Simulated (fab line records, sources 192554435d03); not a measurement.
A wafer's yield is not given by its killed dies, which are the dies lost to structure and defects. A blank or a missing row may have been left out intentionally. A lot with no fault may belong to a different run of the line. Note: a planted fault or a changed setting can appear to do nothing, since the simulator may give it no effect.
Chamber matching | flow n5_finfet | N5_BEOL_M12_ETCH_59 on rie_diel-06 has 4 sister chambers
The step etches BARC in N2/H2, target depth 89 nm, overetch 26.7 nm, time 67.9 s. 8 wafers are shown with their chamber, then 10 later ones without.

## WAFERS WITH THEIR CHAMBER
wafer  | chamber | drypump_motor_current_A (A) | oes_product_au (a.u.)
L075.2 | 0       | 6.2                         | 0.73
L081.2 | 3       | 5.4                         | 0.57
L082.3 | 3       | 5.4                         | 0.57
L082.4 | 0       | 6.2                         | 0.71
L088.5 | 1       | 6.6                         | 0.71
L088.6 | 2       | 5.7                         | 0.70
L086.2 | 2       | 5.7                         | 0.70
L086.3 | 1       | 6.5                         | 0.72

## WAFERS MISSING THEIR CHAMBER
wafer  | drypump_motor_current_A (A) | oes_product_au (a.u.)
L086.6 | 6.5                         | 0.72
L089.1 | 5.7                         | 0.69
L089.2 | 5.4                         | 0.83
L089.6 | 5.7                         | 0.69
L093.2 | 5.7                         | 0.69
L093.5 | 6.6                         | 0.70
L093.6 | 6.2                         | 0.69
L095.3 | 5.4                         | 0.80
L095.5 | 5.7                         | 0.68
L095.6 | 5.4                         | 0.79

## CHAMBER TAKEN BY EACH
wafer  | from the rows above | in truth
L086.6 | 1                   | 1
L089.1 | 2                   | 2
L089.2 | 2                   | 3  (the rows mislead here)
L089.6 | 2                   | 2
L093.2 | 2                   | 2
L093.5 | 1                   | 1
L093.6 | 0                   | 0
L095.3 | 2                   | 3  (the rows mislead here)
L095.5 | 2                   | 2
L095.6 | 2                   | 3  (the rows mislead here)
Placed correctly: 7 of 10. Can't be placed from these rows: 0. Wrongly placed: 3.
How it was worked out, from the rows above alone: a wafer's distance from a chamber is the root of the sum, over the readings, of the square of ((its reading less the chamber's mean) divided by the reading's scatter). If the next closest chamber is less than 2 further off than the closest, the wafer can't be placed; otherwise it belongs to the closest. The mean given for a chamber averages the wafers shown for that chamber. The scatter is the square root of a quotient: the sum, over the shown wafers, of each reading's squared deviation from its chamber's mean, divided by wafers minus chambers.
